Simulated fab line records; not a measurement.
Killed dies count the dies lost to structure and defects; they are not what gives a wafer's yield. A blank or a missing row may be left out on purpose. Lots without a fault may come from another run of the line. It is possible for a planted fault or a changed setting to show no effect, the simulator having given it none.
fab line records + flow n5_finfet
[record]
- lots = 7
- wafers = 39
route steps=1938 shown FIN_SAQP@116 DUMMY_GATE@246
start_h: the number of hours between the record's first day and the start of the first shown wafer of the lot + wait_h: hours elapsed since this lot's preceding step + " repeats the value in the row above + L1.1+2: a single row standing in for several wafers + - either no value or no given start + * or withheld: withheld + < > ~ a bound
route shown NAME@n: names a module that has steps shown in the file, with the first one's number in the route + usual: mean/standard deviation of fault-free wafers + same: alike in all rows + chamber/n: place in a boat + sites: per-site readings + _std_site: their standard deviation + _edge_site: outer sites' mean less inner sites' + radius_mm: for every site, how far away it sits from the centre of the wafer + mask NAME#n: copy n + behind: the most recent tool/chamber to have shaped the wafer + hold: reason for holding the lot/hours on hold/outcome of the hold + device: whichever transistor did not switch (one of n, p or np) + end of line: the tests these same wafers got at the end of their route + step lacking rows: just its recipe + killed: at the first sort, the dies lost to defects and structure; wafer yield is something else + map: the dies of a wafer, with x for killed, . for not killed, _ for no die there
set.NAME: the run value of the setting; set.NAME@STEP: its run value at that earlier step + model.NAME: the simulator's own value behind a step, which no gauge read
lots whose settings were changed on purpose; a table a step, a row a wafer
[[steps]]
[step N5_FIN_SAQP_ETCH_52]
[recipe]
- chemistry = N2/H2
- target = SOC
- target_depth_a = 1000
- overetch_a = 200
- mask_material = SiARC
- temp_c = 40
- time_s = 150
- ion_energy_ev = 200
- pressure_mtorr = 30
- source_w = 840
- bias_w = 150
- n2_flow_sccm = 200
- h2_flow_sccm = 200
- ends = end_point
[usual]
- rf_vpp_V = 523.8/2.3
| lot.wafer | tool        | chamber | start_h | wait_h | set.source_w | rf_vpp_V |
|-----------|-------------|---------|---------|--------|--------------|----------|
| L077.1    | rie_diel-01 | 1       | 40.13   | 0.0    | 840          | 526.1    |
| L077.2    | "           | 3       | "       | "      | 840          | 525.2    |
| L077.3    | "           | 2       | "       | "      | 840          | 523.0    |
| L077.4    | "           | 3       | "       | "      | 840          | 526.2    |
| L077.5    | "           | 1       | "       | "      | 840          | 524.4    |
| L077.6    | "           | 2       | "       | "      | 840          | 522.0    |
| L085.1    | rie_diel-01 | 2       | 87.48   | 0.0    | 840          | 521.9    |
| L085.2    | "           | 3       | "       | "      | 840          | 526.1    |
| L085.3    | "           | 0       | "       | "      | 840          | 525.8    |
| L085.4    | "           | 1       | "       | "      | 840          | 526.0    |
| L085.5    | "           | 3       | "       | "      | 840          | 524.1    |
| L085.6    | "           | 2       | "       | "      | 840          | 522.8    |
| L086.1    | rie_diel-01 | 2       | 94.09   | 0.0    | 687          | 558.0    |
| L086.2    | "           | 1       | "       | "      | 840          | 525.1    |
| L086.3    | "           | 0       | "       | "      | 687          | 561.9    |
| L086.4    | "           | 3       | "       | "      | 687          | 560.5    |
| L086.5    | "           | 1       | "       | "      | 840          | 526.3    |
| L086.6    | "           | 2       | "       | "      | 840          | 521.7    |
| L089.1    | rie_diel-02 | 3       | 112.27  | 0.0    | 840          | 522.8    |
| L089.2    | "           | 2       | "       | "      | 903.7        | 514.5    |
| L089.3    | "           | 0       | "       | "      | 903.7        | 513.6    |
| L089.4    | "           | 1       | "       | "      | 840          | 523.0    |
| L089.5    | "           | 0       | "       | "      | 840          | 525.5    |
| L089.6    | "           | 3       | "       | "      | 903.7        | 511.2    |
| L092.1    | rie_diel-04 | 1       | 129.21  | 0.0    | 840          | 523.0    |
| L092.5    | "           | 2       | "       | "      | 840          | 521.4    |
| L092.6    | "           | 3       | "       | "      | 840          | 520.1    |
| L095.1    | rie_diel-01 | 3       | 148.26  | 0.0    | 840          | 526.4    |
| L095.2    | "           | 1       | "       | "      | 840          | 525.6    |
| L095.3    | "           | 2       | "       | "      | 840          | 521.1    |
| L095.4    | "           | 0       | "       | "      | 840          | 527.0    |
| L095.5    | "           | 0       | "       | "      | 840          | 525.4    |
| L095.6    | "           | 1       | "       | "      | 840          | 524.8    |
| L097.1    | rie_diel-01 | 3       | 159.47  | 0.0    | 840          | 526.9    |
| L097.2    | "           | 0       | "       | "      | 840          | 527.2    |
| L097.3    | "           | 1       | "       | "      | 927          | 508.2    |
| L097.4    | "           | 2       | "       | "      | 927          | 506.5    |
| L097.5    | "           | 1       | "       | "      | 927          | 507.4    |
| L097.6    | "           | 0       | "       | "      | 840          | 524.7    |
[step N5_DUMMY_GATE_ETCH_32]
[recipe]
- chemistry = CF4
- target = SiO2
- target_depth_a = 35
- time_s = 3.9
- ion_energy_ev = 350
- pressure_mtorr = 10
- icp_w = 800
- bias_w = 400
- cf4_flow_sccm = 80
| lot.wafer | tool      | chamber | start_h | wait_h | set.time_s | model.etch.depth_nm |
|-----------|-----------|---------|---------|--------|------------|---------------------|
| L077.1    | rie_si-02 | 1       | 67.02   | 0.1    | 3.9        | 3.465               |
| L077.2    | "         | 2       | "       | "      | 3.9        | 3.618               |
| L077.3    | "         | 3       | "       | "      | 3.9        | 3.482               |
| L077.4    | "         | 0       | "       | "      | 3.9        | 3.509               |
| L077.5    | "         | 0       | "       | "      | 3.9        | 3.473               |
| L077.6    | "         | 1       | "       | "      | 3.9        | 3.488               |
| L085.1    | rie_si-06 | 2       | 113.29  | 0.1    | 3.9        | 3.528               |
| L085.2    | "         | 0       | "       | "      | 4.618      | 4.054               |
| L085.3    | "         | 3       | "       | "      | 3.9        | 3.472               |
| L085.4    | "         | 1       | "       | "      | 4.618      | 3.993               |
| L085.5    | "         | 0       | "       | "      | 3.9        | 3.408               |
| L085.6    | "         | 1       | "       | "      | 4.618      | 4.007               |
| L086.1    | rie_si-06 | 2       | 121.44  | 0.1    | 3.9        | 3.557               |
| L086.2    | "         | 3       | "       | "      | 3.9        | 3.469               |
| L086.3    | "         | 0       | "       | "      | 4.173      | 3.706               |
| L086.4    | "         | 1       | "       | "      | 4.173      | 3.63                |
| L086.5    | "         | 2       | "       | "      | 3.9        | 3.55                |
| L086.6    | "         | 3       | "       | "      | 4.173      | 3.712               |
| L089.1    | rie_si-02 | 0       | 138.09  | 0.2    | 3.006      | 2.69                |
| L089.2    | "         | 3       | "       | "      | 3.006      | 2.693               |
| L089.3    | "         | 1       | "       | "      | 3.9        | 3.496               |
| L089.4    | "         | 2       | "       | "      | 3.9        | 3.629               |
| L089.5    | "         | 3       | "       | "      | 3.9        | 3.428               |
| L089.6    | "         | 2       | "       | "      | 3.006      | 2.794               |
| L092.1    | rie_si-02 | 2       | 153.31  | 0.1    | 3.9        | 3.565               |
| L092.5    | "         | 0       | "       | "      | 3.9        | 3.487               |
| L092.6    | "         | 3       | "       | "      | 3.9        | 3.454               |
| L095.1    | rie_si-01 | 2       | 175.57  | 0.1    | 4.723      | 4.22                |
| L095.2    | "         | 0       | "       | "      | 3.9        | 3.527               |
| L095.3    | "         | 3       | "       | "      | 3.9        | 3.454               |
| L095.4    | "         | 1       | "       | "      | 4.723      | 4.214               |
| L095.5    | "         | 1       | "       | "      | 4.723      | 4.221               |
| L095.6    | "         | 0       | "       | "      | 3.9        | 3.535               |
| L097.1    | rie_si-02 | 0       | 186.65  | 0.1    | 3.9        | 3.503               |
| L097.2    | "         | 2       | "       | "      | 4.383      | 4.001               |
| L097.3    | "         | 1       | "       | "      | 4.383      | 3.88                |
| L097.4    | "         | 3       | "       | "      | 4.383      | 3.921               |
| L097.5    | "         | 3       | "       | "      | 3.9        | 3.477               |
| L097.6    | "         | 0       | "       | "      | 3.9        | 3.501               |
[step N5_DUMMY_GATE_ETCH_42]
[recipe]
- chemistry = CHF3/O2
- target = SiO2
- target_depth_a = 35
- time_s = 31
- ion_energy_ev = 30
- bias_w = 12
- pressure_mtorr = 30
- source_w = 600
- Ar_flow_sccm = 200
- CHF3_flow_sccm = 50
- O2_flow_sccm = 5
[usual]
- rf_vpp_V = 42.7/1
| lot.wafer | tool        | chamber | start_h | wait_h | set.bias_w | rf_vpp_V |
|-----------|-------------|---------|---------|--------|------------|----------|
| L077.1    | rie_diel-06 | 0       | 67.40   | 0.2    | 12         | 43.3     |
| L077.2    | "           | 3       | "       | "      | 12         | 43.9     |
| L077.3    | "           | 1       | "       | "      | 13.26      | 46.2     |
| L077.4    | "           | 2       | "       | "      | 13.26      | 46.2     |
| L077.5    | "           | 1       | "       | "      | 12         | 43.1     |
| L077.6    | "           | 0       | "       | "      | 13.26      | 46.8     |
| L085.1    | rie_diel-06 | 3       | 113.54  | 0.0    | 11.2       | 41.0     |
| L085.2    | "           | 2       | "       | "      | 12         | 42.5     |
| L085.3    | "           | 0       | "       | "      | 12         | 42.1     |
| L085.4    | "           | 1       | "       | "      | 11.2       | 40.9     |
| L085.5    | "           | 0       | "       | "      | 11.2       | 41.6     |
| L085.6    | "           | 1       | "       | "      | 12         | 42.9     |
| L086.1    | rie_diel-06 | 3       | 121.69  | 0.0    | 10.55      | 40.7     |
| L086.2    | "           | 1       | "       | "      | 10.55      | 39.9     |
| L086.3    | "           | 0       | "       | "      | 12         | 42.0     |
| L086.4    | "           | 0       | "       | "      | 12         | 43.6     |
| L086.5    | "           | 3       | "       | "      | 12         | 44.6     |
| L086.6    | "           | 1       | "       | "      | 10.55      | 38.2     |
| L089.1    | rie_diel-05 | 1       | 138.43  | 0.1    | 10.32      | 37.8     |
| L089.2    | "           | 0       | "       | "      | 10.32      | 36.4     |
| L089.3    | "           | 3       | "       | "      | 10.32      | 39.5     |
| L089.4    | "           | 2       | "       | "      | 12         | 41.8     |
| L089.5    | "           | 2       | "       | "      | 12         | 43.5     |
| L089.6    | "           | 3       | "       | "      | 12         | 42.3     |
| L092.1    | rie_diel-05 | 3       | 153.56  | 0.0    | 12         | 41.9     |
| L092.5    | "           | 0       | "       | "      | 12         | 42.2     |
| L092.6    | "           | 3       | "       | "      | 12         | 44.2     |
| L095.1    | rie_diel-06 | 2       | 175.83  | 0.0    | 12         | 42.1     |
| L095.2    | "           | 0       | "       | "      | 12         | 42.2     |
| L095.3    | "           | 3       | "       | "      | 12.9       | 46.2     |
| L095.4    | "           | 2       | "       | "      | 12         | 42.5     |
| L095.5    | "           | 0       | "       | "      | 12.9       | 44.8     |
| L095.6    | "           | 3       | "       | "      | 12.9       | 47.5     |
| L097.1    | rie_diel-05 | 1       | 186.97  | 0.1    | 12         | 42.3     |
| L097.2    | "           | 2       | "       | "      | 12         | 42.6     |
| L097.3    | "           | 3       | "       | "      | 10.6       | 38.8     |
| L097.4    | "           | 3       | "       | "      | 12         | 41.6     |
| L097.5    | "           | 1       | "       | "      | 10.6       | 39.1     |
| L097.6    | "           | 2       | "       | "      | 10.6       | 38.2     |
[[key]]
[split]
- step = N5_FIN_SAQP_ETCH_52
- setting = source_w
- stated = 840
- by = wafer
[response]
- step = N5_FIN_SAQP_ETCH_52
- reading = rf_vpp_V
- change = -1.87
- per = 1%
- r = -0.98
[split]
- step = N5_DUMMY_GATE_ETCH_32
- setting = time_s
- stated = 3.9
- by = wafer
[response]
- step = N5_DUMMY_GATE_ETCH_32
- reading = model.etch.depth_nm
- change = +0.033
- per = 1%
- r = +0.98
[split]
- step = N5_DUMMY_GATE_ETCH_42
- setting = bias_w
- stated = 12
- by = wafer
[response]
- step = N5_DUMMY_GATE_ETCH_42
- reading = rf_vpp_V
- change = +0.32
- per = 1%
- r = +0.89
